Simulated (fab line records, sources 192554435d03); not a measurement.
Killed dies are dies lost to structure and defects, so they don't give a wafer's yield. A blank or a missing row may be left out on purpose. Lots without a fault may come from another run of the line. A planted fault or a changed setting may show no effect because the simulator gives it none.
fab line records | flow n5_finfet
record lots=11 wafers=32 last_day=20
route steps=1938 shown BEOL_M14@1764 BEOL_M15@1779 PASSIVATION@1936
lots that met no fault: from a run of the same line without faults
start_h: hours from the record's first day to the start of the lot's first wafer shown | wait_h: hours since the lot's step before | " the same as in the row above | L1.1+2: a row that stands for several wafers | - no value, or no start given | * or withheld: withheld | < > ~ a bound
route shown NAME@n: a module of which the file shows steps, and the number in the route of the first | usual: mean/standard deviation of fault-free wafers | same: alike in all rows | chamber/n: place in a boat | sites: the reading at each site | _std_site: their standard deviation | _edge_site: outer sites' mean less inner sites' | radius_mm: how far each site lies from the wafer's centre | mask NAME#n: copy n | behind: the tool/chamber that last shaped the wafer | hold: why the lot was held/for how many hours/how that ended | device: the transistor (n, p or np) that didn't switch | end of line: the same wafers' tests at the end of the route | a step without rows: its recipe alone | killed: dies lost to structure and defects at the first sort, not the wafer's yield | map: a wafer's dies, x killed, . not, _ none there
set.NAME: the setting as run; set.NAME@STEP: as run at that earlier step | model.NAME: the simulator's own value behind a step, which no gauge read
steps of the route over a sample of lots; a table a step, a row a wafer
services: from which hour (start_h, from the record's first day; less than 0 if before it) a tool's chamber was out of use, for how many hours, and why
## steps
# step N5_BEOL_M14_SPUTTER_45
# recipe material=Cu target_thk_a=1000 temp_c=-20 bias_v=60 power_w=26000 chamber_pressure_pa=0.13 time_s=16.67
# usual throttle_valve_pct=29.7/0.94
# columns lot.wafer tool chamber start_h wait_h throttle_valve_pct
L985.3 pvd_sputter-01 - 297.18 0.0 30.0
L985.4 " - " " 28.5
L985.5 " - " " 28.6
L986.3 pvd_sputter-01 - 314.11 0.0 30.2
L986.4 " - " " 31.5
L986.5 " - " " 28.5
L989.2 pvd_sputter-02 - 318.35 0.0 29.3
L989.4 " - " " 28.7
L989.6 " - " " 30.1
L984.1 pvd_sputter-03 - 335.82 0.0 29.9
L984.4 " - " " 31.2
L998.1 pvd_sputter-01 - 388.14 0.0 28.9
L998.3 " - " " 31.6
L998.4 " - " " 28.4
L999.1 pvd_sputter-02 - 403.18 0.0 28.3
L999.2 " - " " 29.4
L999.6 " - " " 29.9
L101.1 pvd_sputter-02 - 408.23 0.0 28.6
L101.3 " - " " 29.8
L101.6 " - " " 29.8
L102.3 pvd_sputter-01 - 408.38 0.0 28.5
L102.5 " - " " 31.7
L102.6 " - " " 30.1
L104.1 pvd_sputter-01 - 437.77 0.0 29.9
L104.2 " - " " 28.6
L104.3 " - " " 28.7
L105.1 pvd_sputter-03 - 439.01 0.0 31.4
L105.2 " - " " 29.7
L105.4 " - " " 29.3
L106.3 pvd_sputter-01 - 456.77 0.0 31.4
L106.5 " - " " 29.9
L106.6 " - " " 28.8
# step N5_BEOL_M14_RS_MEAS_54
# recipe thk_meas_gauge=four-point-probe reads=Cu_of_BEOL_M14_ECD_47+Ta_of_BEOL_M14_SPUTTER_44+TaN_of_BEOL_M14_SPUTTER_43
# usual M14_RS=0.0328/0.00067
# columns lot.wafer tool chamber start_h wait_h M14_RS[ohm/sq]
L985.3 film_metro-02 - 298.41 0.1 0.0324
L985.4 " - " " 0.0322
L985.5 " - " " 0.0323
L986.3 film_metro-01 - 315.24 0.1 0.0324
L986.4 " - " " 0.0338
L986.5 " - " " 0.0329
L989.2 film_metro-01 - 319.97 0.1 0.0341
L989.4 " - " " 0.0319
L989.6 " - " " 0.0316
L984.1 film_metro-01 - 336.85 0.0 0.0330
L984.4 " - " " 0.0326
L998.1 film_metro-02 - 389.17 0.0 0.0319
L998.3 " - " " 0.0325
L998.4 " - " " 0.0331
L999.1 film_metro-01 - 404.25 0.1 0.0328
L999.2 " - " " 0.0326
L999.6 " - " " 0.0329
L101.1 film_metro-01 - 409.25 0.0 0.0318
L101.3 " - " " 0.0319
L101.6 " - " " 0.0332
L102.3 film_metro-01 - 409.54 0.1 0.0333
L102.5 " - " " 0.0335
L102.6 " - " " 0.0328
L104.1 film_metro-02 - 438.80 0.0 0.0324
L104.2 " - " " 0.0326
L104.3 " - " " 0.0337
L105.1 film_metro-01 - 440.03 0.0 0.0323
L105.2 " - " " 0.0329
L105.4 " - " " 0.0334
L106.3 film_metro-01 - 457.83 0.1 0.0333
L106.5 " - " " 0.0332
L106.6 " - " " 0.0324
# step N5_BEOL_M15_EXPOSE_07
# recipe mask_id=V14 na=0.8 source_shape=annular sigma_inner=0.5 sigma_outer=0.8 polarization=unpolarized attpsm_phase_deg=180 dose_mj=41.25
# usual focus_offset_nm=0.1/0.52
# columns lot.wafer tool chamber start_h wait_h mask focus_offset_nm
L985.3 krf_scanner-02 0 298.86 - V14#0 0.2
L985.4 " 0 " " V14#0 0.7
L985.5 " 0 " " V14#0 0.1
L986.3 krf_scanner-01 0 315.83 - V14#0 0.1
L986.4 " 0 " " V14#0 -0.4
L986.5 " 0 " " V14#0 0.0
L989.2 krf_scanner-01 0 320.42 - V14#0 0.1
L989.4 " 0 " " V14#0 -0.1
L989.6 " 0 " " V14#0 0.4
L984.1 krf_scanner-01 0 337.40 - V14#0 -0.5
L984.4 " 0 " " V14#0 -0.5
L998.1 krf_scanner-02 0 389.74 - V14#0 0.2
L998.3 " 0 " " V14#0 -0.9
L998.4 " 0 " " V14#0 0.1
L999.1 krf_scanner-02 0 404.69 - V14#0 -0.6
L999.2 " 0 " " V14#0 -0.8
L999.6 " 0 " " V14#0 -0.3
L101.1 krf_scanner-02 0 409.70 - V14#0 0.6
L101.3 " 0 " " V14#0 -0.4
L101.6 " 0 " " V14#0 -0.2
L102.3 krf_scanner-01 0 410.12 - V14#0 0.0
L102.5 " 0 " " V14#0 0.6
L102.6 " 0 " " V14#0 0.6
L104.1 krf_scanner-02 0 439.37 - V14#0 0.7
L104.2 " 0 " " V14#0 0.2
L104.3 " 0 " " V14#0 -0.3
L105.1 krf_scanner-02 0 440.48 - V14#0 -0.2
L105.2 " 0 " " V14#0 -0.1
L105.4 " 0 " " V14#0 -0.3
L106.3 krf_scanner-01 0 458.41 - V14#0 1.0
L106.5 " 0 " " V14#0 0.2
L106.6 " 0 " " V14#0 0.4
# step N5_BEOL_M15_CD_MEAS_10
# recipe target_cd_nm=360 landing_energy_ev=500 detector=se_inlens polarity=opening
# usual cd_nm=360.6/1.6
# columns lot.wafer tool chamber start_h wait_h cd_nm
L985.3 cd_sem-02 0 299.03 - 358.5
L985.4 " 0 " " 360.6
L985.5 " 0 " " 360.3
L986.3 cd_sem-02 0 316.00 - 363.8
L986.4 " 0 " " 361.5
L986.5 " 0 " " 361.2
L989.2 cd_sem-01 0 320.59 - 371.5
L989.4 " 0 " " 370.9
L989.6 " 0 " " 361.4
L984.1 cd_sem-02 0 337.58 - 361.6
L984.4 " 0 " " 369.5
L998.1 cd_sem-01 0 389.91 - 360.8
L998.3 " 0 " " 357.7
L998.4 " 0 " " 363.0
L999.1 cd_sem-03 0 404.87 - 362.8
L999.2 " 0 " " 357.7
L999.6 " 0 " " 359.6
L101.1 cd_sem-02 0 409.87 - 362.1
L101.3 " 0 " " 358.3
L101.6 " 0 " " 360.8
L102.3 cd_sem-03 0 410.28 - 359.5
L102.5 " 0 " " 361.8
L102.6 " 0 " " 359.4
L104.1 cd_sem-01 0 439.54 - 362.1
L104.2 " 0 " " 361.3
L104.3 " 0 " " 361.1
L105.1 cd_sem-02 0 440.65 - 360.8
L105.2 " 0 " " 358.9
L105.4 " 0 " " 360.6
L106.3 cd_sem-02 0 458.57 - 360.4
L106.5 " 0 " " 360.6
L106.6 " 0 " " 361.2
# step N5_BEOL_M15_ETCH_57
# recipe chemistry=N2/H2 target=SOC source_w=3000 bias_w=350 time_s=750 ion_energy_ev=200 pressure_mtorr=30 n2_flow_sccm=200 h2_flow_sccm=200
# usual drypump_motor_current_A=5.7/0.51 oes_product_au=0.83/0.084 rf_fwd_power_W=2997/8.7 rf_vpp_V=523.4/2.3 showerhead_plenum_p_Torr=2.53/0.088 throttle_valve_pct=17.79/0.2
# columns lot.wafer tool chamber start_h wait_h drypump_motor_current_A oes_product_au rf_fwd_power_W rf_hours_counter_h rf_vpp_V showerhead_plenum_p_Torr throttle_valve_pct
L985.3 rie_diel-05 3 299.90 - 5.0 0.82 2985 73 521.0 2.46 17.70
L985.4 " 2 " " 5.5 0.72 2992 177 522.1 2.41 17.67
L985.5 " 0 " " 4.8 0.68 2993 - 525.5 2.64 18.09
L986.3 rie_diel-05 1 316.97 - 5.9 0.83 2988 94 528.2 2.68 18.09
L986.4 " 2 " " 5.5 0.73 3004 182 520.0 2.41 17.68
L986.5 " 2 " " 5.5 0.73 2995 - 521.0 2.41 17.70
L989.2 rie_diel-01 0 321.27 - 6.2 0.89 2986 30 524.9 2.61 17.97
L989.4 " 3 " " 6.3 0.84 2986 72 519.8 2.46 17.66
L989.6 " 2 " " 5.1 0.81 3003 - 524.8 2.58 17.68
L984.1 rie_diel-04 2 338.46 - 5.5 0.73 3001 182 520.5 2.42 17.57
L984.4 " 0 " " 5.8 0.92 2999 15 523.1 2.50 17.78
L998.1 rie_diel-05 0 390.67 - 4.7 0.97 3015 4 525.8 2.63 17.67
L998.3 " 2 " " 5.5 0.72 2994 205 520.0 2.40 17.75
L998.4 " 1 " " 5.9 0.80 3005 - 529.2 2.67 18.14
L999.1 rie_diel-05 2 405.55 - 5.5 0.72 2993 211 518.9 2.40 17.74
L999.2 " 1 " " 5.9 0.79 2973 123 525.0 2.66 18.16
L999.6 " 2 " " 5.5 0.72 2997 - 520.4 2.40 17.74
L101.1 rie_diel-01 2 410.58 - 5.1 0.79 2991 113 524.5 2.57 17.72
L101.3 " 0 " " 6.1 0.84 2993 58 525.5 2.60 18.04
L101.6 " 3 " " 6.3 0.82 3006 - 520.7 2.45 17.72
L102.3 rie_diel-05 3 411.24 - 4.9 0.79 2998 101 519.5 2.45 17.77
L102.5 " 2 " " 5.5 0.71 2999 - 520.6 2.40 17.74
L102.6 " 3 " " 4.9 0.79 2994 - 521.6 2.45 17.75
L104.1 rie_diel-04 2 440.26 - 5.5 0.71 2994 210 518.4 2.40 17.62
L104.2 " 0 " " 5.8 0.88 2999 39 521.7 2.49 17.82
L104.3 " 1 " " 5.7 0.76 2998 145 520.2 2.44 17.97
L105.1 rie_diel-01 3 441.40 - 6.3 0.79 2982 110 521.1 2.44 17.74
L105.2 " 2 " " 5.1 0.78 2999 120 523.9 2.57 17.74
L105.4 " 1 " " 6.1 0.91 2986 23 524.5 2.59 17.43
L106.3 rie_diel-01 0 459.26 - 6.2 0.82 3003 71 525.9 2.59 18.04
L106.5 " 0 " " 6.2 0.82 2988 - 525.8 2.59 18.07
L106.6 " 1 " " 6.2 0.91 3001 - 523.8 2.59 17.44
# step N5_PASSIVATION_PROBE_49
# usual defect_limited_yield=91.4/1.2 killed_at_M0_to_M3=35/11 killed_at_M4_up=14/6 killed_at_contacts=12/6.7 killed_at_front_end=37/9.7 killed_at_other=3.5/2.5 killed_dies=102/15 killed_open=67/12 killed_short=33/7.3 sort_bin_5_function=5.1/0.81 sort_bin_6_memory=3.2/0.65 sort_bin_8_speed=0.00/0.021 sort_n_pass=1078/15 sort_yield_pct=91.4/1.2
# same gross_dies=1180 killed_at_back_side=0 sort_bin_4_leakage[%]=0
# columns lot.wafer tool chamber start_h wait_h defect_limited_yield[%] killed_at_M0_to_M3 killed_at_M4_up killed_at_contacts killed_at_front_end killed_at_other killed_dies killed_open killed_short sort_bin_5_function[%] sort_bin_6_memory[%] sort_bin_8_speed[%] sort_n_pass sort_yield_pct[%]
L999.1 prober-01 - 422.01 0.0 92.3 36 7 16 29 3 91 59 32 4.6 2.8 0 1089 92.3
L999.2 prober-01 - 422.06 0.1 89.1 52 17 19 30 11 129 91 37 7.1 3.5 0 1051 89.1
L999.6 prober-01 - 422.26 0.3 93.1 25 19 4 30 3 81 50 29 4.2 2.6 0 1099 93.1
L106.3 prober-02 - 476.05 0.1 90.5 35 15 10 51 1 112 79 30 5.1 4.1 0 1068 90.5
L106.5 prober-02 - 476.15 0.2 91.9 29 11 10 44 1 95 60 33 4.9 3.0 0 1085 91.9
L106.6 prober-02 - 476.20 0.3 90.2 40 11 18 45 2 116 82 33 5.8 3.8 0 1064 90.2
# killed by level:class
L999.1 BEOL_M0_SAQP:geometric_particle:open=14 MOL_CONTACT_COAG:geometric_particle:open=12 BEOL_M0_SAQP:geometric_particle:short=8 BEOL_M1:geometric_particle:open=6 DUMMY_GATE:geometric_particle:open=4 MOL_CONTACT_COAG:geometric_particle:short=4 GATE_CUT:geometric_particle:open=4 BEOL_M3:geometric_particle:open=4
L999.2 MOL_CONTACT_COAG:geometric_particle:open=15 BEOL_M0_SAQP:geometric_particle:short=13 BEOL_M2:geometric_particle:open=13 BEOL_M0_SAQP:geometric_particle:open=12 BEOL_M4:geometric_particle:open=10 STI_FIN_REVEAL:geometric_particle:open=8 DUMMY_GATE:geometric_particle:open=7 FIN_SAQP:geometric_particle:open=5
L999.6 BEOL_M0_SAQP:geometric_particle:short=8 FIN_SAQP:geometric_particle:open=7 STI_FIN_REVEAL:geometric_particle:open=6 BEOL_M0_SAQP:geometric_particle:open=6 BEOL_M4:geometric_particle:open=6 FIN_SAQP:geometric_particle:short=5 BEOL_M3:geometric_particle:open=3 DUMMY_GATE:geometric_particle:open=3
L106.3 STI_FIN_REVEAL:geometric_particle:open=19 BEOL_M1:geometric_particle:open=12 MOL_CONTACT_COAG:geometric_particle:open=10 STI_FIN_REVEAL:geometric_particle:short=7 BEOL_M2:geometric_particle:open=7 FIN_SAQP:geometric_particle:open=6 BEOL_M4:geometric_particle:open=5 FIN_SAQP:geometric_particle:short=4
L106.5 BEOL_M2:geometric_particle:open=13 FIN_SAQP:geometric_particle:short=10 STI_FIN_REVEAL:geometric_particle:open=10 MOL_CONTACT_COAG:geometric_particle:open=6 FIN_SAQP:geometric_particle:open=5 DUMMY_GATE:geometric_particle:open=5 MOL_CONTACT_COAG:geometric_particle:short=4 BEOL_M3:geometric_particle:open=3
L106.6 BEOL_M0_SAQP:geometric_particle:open=19 MOL_CONTACT_COAG:geometric_particle:open=15 FIN_SAQP:geometric_particle:open=8 STI_FIN_REVEAL:geometric_particle:open=8 BEOL_M0_SAQP:geometric_particle:short=7 BEOL_M1:geometric_particle:open=6 BEOL_M4:geometric_particle:open=6 FIN_SAQP:geometric_particle:short=4
## services
# columns tool chamber start_h hours kind
krf_scanner-01 - 282.57 14.8 repair
krf_scanner-01 - 297.41 0.8 pm
rie_diel-01 0 301.70 3.2 repair
krf_scanner-01 - 302.56 1.3 pm
krf_scanner-02 - 304.97 3.0 pm
krf_scanner-02 - 342.33 2.3 repair
krf_scanner-02 - 353.38 1.0 pm
krf_scanner-02 - 361.06 1.3 pm
krf_scanner-02 - 363.56 5.5 repair
krf_scanner-01 - 368.52 0.9 repair
pvd_sputter-01 - 376.86 2.8 repair
krf_scanner-01 - 378.09 0.2 repair
rie_diel-01 0 378.42 9.6 repair
rie_diel-05 3 378.97 14.3 repair
rie_diel-05 0 379.15 1.6 repair
krf_scanner-02 - 398.66 1.8 repair
rie_diel-04 0 399.11 26.0 repair
krf_scanner-01 - 401.23 1.0 pm
krf_scanner-02 - 409.92 0.8 pm
krf_scanner-02 - 417.62 5.0 repair
rie_diel-05 3 430.73 9.2 repair
krf_scanner-01 - 431.86 4.0 pm
krf_scanner-01 - 438.64 0.8 pm
rie_diel-05 0 449.83 7.7 repair
## key
first_sign step=N5_BEOL_M15_CD_MEAS_10 reading=cd_nm direction=up sigmas=6.4 usual=360.6 struck=370.7
effect none on later readings
met_at N5_BEOL_M15_EXPOSE_07
struck_lots L984,L989
struck_wafers L984.4,L989.2,L989.4
not_acting_at N5_BEOL_M14_SPUTTER_45,N5_BEOL_M14_RS_MEAS_54,N5_BEOL_M15_ETCH_57
onset_between 315.83 320.42
fault kind=process_parameter_drift tool=krf_scanner-01 chamber=- onset_h=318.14 steps=N5_BEOL_M15_EXPOSE_07 channel=focus_nm offset=182.75 shape=step end_h=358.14 scope=struck_wafers_only
